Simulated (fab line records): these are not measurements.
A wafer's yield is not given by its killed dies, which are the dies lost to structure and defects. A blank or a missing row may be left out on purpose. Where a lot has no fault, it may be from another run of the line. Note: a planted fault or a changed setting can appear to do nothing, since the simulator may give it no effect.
A lot that was struck, set against a sound lot || flow n5_finfet || 15 steps out of a route of 1938
Sound: these wafers, L548.2, L548.3, L548.5. Struck: wafer L568.5 (L568.1, L568.6, from the same lot, were not struck and are left out); the cause is given at the end.
At each step with rows: each side's tool, then ch and its chambers, then its first start. Under that, the readings that differ: sound wafers || struck wafers || difference of the means || sigmas: that difference in standard deviations of wafers without a fault.
alike: same words and numbers on both sides, and readings whose means sit less than 2 such deviations apart. not compared: any withheld reading, any reading some wafer has no value for, any bound like >300 that may hide the same value, and any number with overlapping values for which the record gives no deviation.
Wherever a step has rows on one side only, a row that says differs or no value, or a row with sigmas, the two part there. Numbers that have no deviation but don't overlap get no sigmas and don't part them. Lack of a reading on every wafer of one side parts them only where that side has two or more wafers.

N5_SD_ACTIVATION_RS_MEAS_03: uses a four-point probe to measure.
  struck on film_metro-01, day 8 14:43; sound on film_metro-01, day 3 09:10
{"reading": "RS_SD_P (ohm/sq)", "sound": "56.2 56.8 56.9", "struck": 54.6, "difference": -2.0, "sigmas": -2}
  alike: RS_SD_N
N5_SD_ACTIVATION_INSPECT_02: inspects for defects (darkfield).
  struck on defect_inspect-01, day 8 15:02; sound on defect_inspect-01, day 3 09:28
  alike: raw_defect_count
N5_ILD0_LINER_00: material SiNx, target thk 4 nm, pulse time 1 s, purge time 2 s.
  sound on ald_sin-03 ch 0,2,3, day 3 09:31; struck on ald_sin-04 ch 3, day 8 15:09
  alike: heater_power_w, precursor_pulse_height_rel
  not compared: since_wet_clean_h
then, 2 steps without rows for these wafers: N5_ILD0_FCVD_FILL_01 (material SiO2 flowable, target thk 200 nm, time 328.3 s); N5_ILD0_CURE_02 (time 1800 s).
N5_ILD0_CMP_03: polishes, stops on SiNx, t overpolish 1.9 s, target thk 197.38 nm.
  sound on cmp-02 ch 0,2, day 3 11:52; struck on cmp-01 ch 0, day 8 17:38
  alike: head_pressure_psi, motor_current_A, overpolish_run_s, time_to_endpoint_s
N5_ILD0_THK_MEAS_04:
  struck on film_metro-01, day 8 17:50; sound on film_metro-02, day 3 12:10
  alike: thk_nm
N5_ILD0_CMP_07: polishes SiO2 flowable, stops on poly-Si, t overpolish 1.18 s, target thk 138.88 nm.
  sound on cmp-01 ch 0,2, day 3 12:14; struck on cmp-02 ch 0, day 8 17:58
  alike: head_pressure_psi, motor_current_A
N5_ILD0_THK_MEAS_08:
  struck on film_metro-01, day 8 18:09; sound on film_metro-02, day 3 12:29
  alike: thk_nm
then, 1 step without rows for these wafers: N5_ILD0_PRECLEAN_10 (cleans in NF3:NH3, afs cycles 5, time 20 s, sublimation time 60 s).
N5_ILD0_ALD_15: deposits SiNx, target thk 24 nm, pulse time 1 s, ald cycles 480.
  sound on ald_sin-04 ch 1,2,3, day 3 13:15; struck on ald_sin-01 ch 3, day 8 20:10
  alike: heater_power_w, precursor_pulse_height_rel
  not compared: since_wet_clean_h
N5_ILD0_CMP_12: polishes SiNx, stops on poly-Si, t overpolish 6 s, target thk 17.67 nm.
  sound on cmp-01 ch 0,1,3, day 3 15:27; struck on cmp-01 ch 0, day 8 21:34
{"reading": "head_pressure_psi (psi)", "sound": "2.505 2.502 2.491", "struck": 2.688, "difference": "+0.189", "sigmas": "+36"}
{"reading": "motor_current_A (A)", "sound": "8.1 8.0 9.8", "struck": 11.4, "difference": "+2.8", "sigmas": "+3"}
  alike: overpolish_run_s, time_to_endpoint_s
N5_ILD0_THK_MEAS_13:
  struck on film_metro-02, day 8 21:45; sound on film_metro-02, day 3 15:45
  alike: thk_nm
-- the record jumps here: 7 days lie between the struck wafers' starts before and after (it left off in module ILD0 and takes up again in module BEOL_M4, whose first step shown is number 1111 of the route) --
N5_BEOL_M4_RC_MEAS_101:
  sound on prober-02 ch 0, day 10 21:08; struck on prober-02 ch 0, day 15 22:40
{"reading": "IOFF_N (nA/um)", "sound": "0.16 0.14 0.14", "struck": 0.24, "difference": "+0.09", "sigmas": "+2"}
  alike: DIBL_N, DIBL_P, IOFF_P, ION_N, ION_P, SS_N, SS_P, VT_N, VT_P
-- record jumps: 6 days separate the struck wafers' starts on either side; left off in module BEOL_M4, taken up again in module PASSIVATION, whose first shown step is the route's number 1936 --
N5_PASSIVATION_PROBE_49:
  struck on prober-01, day 21 16:22; sound on prober-02, day 15 20:47
{"reading": "killed_at_M4_up", "sound": "22 20 16", "struck": 8, "difference": -11, "sigmas": -2}
  alike: defect_limited_yield, killed_at_M0_to_M3, killed_at_contacts, killed_at_front_end, killed_at_other, killed_dies, killed_open, killed_short, sort_bin_5_function, sort_bin_6_memory, sort_bin_8_speed, sort_n_pass, sort_yield_pct

== WHERE THEY PART ==
Last at N5_PASSIVATION_PROBE_49 as far as this record goes, first at N5_SD_ACTIVATION_RS_MEAS_03.

WHY: the cause the simulator had injected
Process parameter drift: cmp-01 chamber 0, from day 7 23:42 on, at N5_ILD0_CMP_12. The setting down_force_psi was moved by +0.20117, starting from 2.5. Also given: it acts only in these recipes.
